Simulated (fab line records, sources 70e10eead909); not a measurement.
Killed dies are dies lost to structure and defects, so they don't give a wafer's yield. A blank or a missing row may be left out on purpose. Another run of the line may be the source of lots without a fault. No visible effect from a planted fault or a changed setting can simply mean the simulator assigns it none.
Matching of chambers -- flow nandHarc -- 4 sister chambers for NHARC_A_CONTACT_ALD_18 on aldMetal-03
The step deposits TiN, target thk 3 nm, pulse time 1 s, ald cycles 150. 8 wafers are shown with their chamber, then 12 later ones without.

== WAFERS PAIRED WITH THEIR CHAMBERS ==
wafer,chamber,heaterPowerW (W),precursorPulseHeightRel
L083.1,3,1408,0.992
L083.5,2,1081,1.024
L086.1,2,1069,0.968
L087.1,1,1277,0.984
L087.5,0,1081,0.975
L088.2,0,1088,1.014
L088.3,3,1383,0.989
L088.4,1,1264,0.979

== WAFERS WITH NO CHAMBER GIVEN ==
wafer,heaterPowerW (W),precursorPulseHeightRel
L089.3,1095,0.979
L089.4,1390,1.008
L089.5,1035,1.019
L091.1,1104,0.978
L091.3,1378,1.018
L091.4,1271,0.988
L093.1,1435,0.997
L093.4,1251,0.987
L093.6,1284,1.014
L097.3,1368,1.006
L097.5,1384,0.977
L097.6,1089,1.005

== EACH ONE'S CHAMBER ==
wafer,from the rows above,in truth
L089.3,can't be placed: 0 or 2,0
L089.4,3,3
L089.5,can't be placed: 2 or 0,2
L091.1,can't be placed: 0 or 2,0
L091.3,3,3
L091.4,1,1
L093.1,3,3
L093.4,1,1
L093.6,1,1
L097.3,3,3
L097.5,3,3
L097.6,can't be placed: 0 or 2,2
Placed correctly: 8 of 12. These rows do not allow placing 4 (true chamber among the candidates in 4). Placed wrongly: 0.
How it was worked out, from the rows above alone: a wafer's distance from a chamber is the root of the sum, over the readings, of the square of ((its reading less the chamber's mean) divided by the reading's scatter). If the next closest chamber is less than 2 further off than the closest, the wafer can't be placed; otherwise it belongs to the closest. A chamber's mean is the mean of its shown wafers. The scatter: the root of (the sum of the squares of (reading less its chamber's mean) over the shown wafers, divided by (wafers less chambers)).
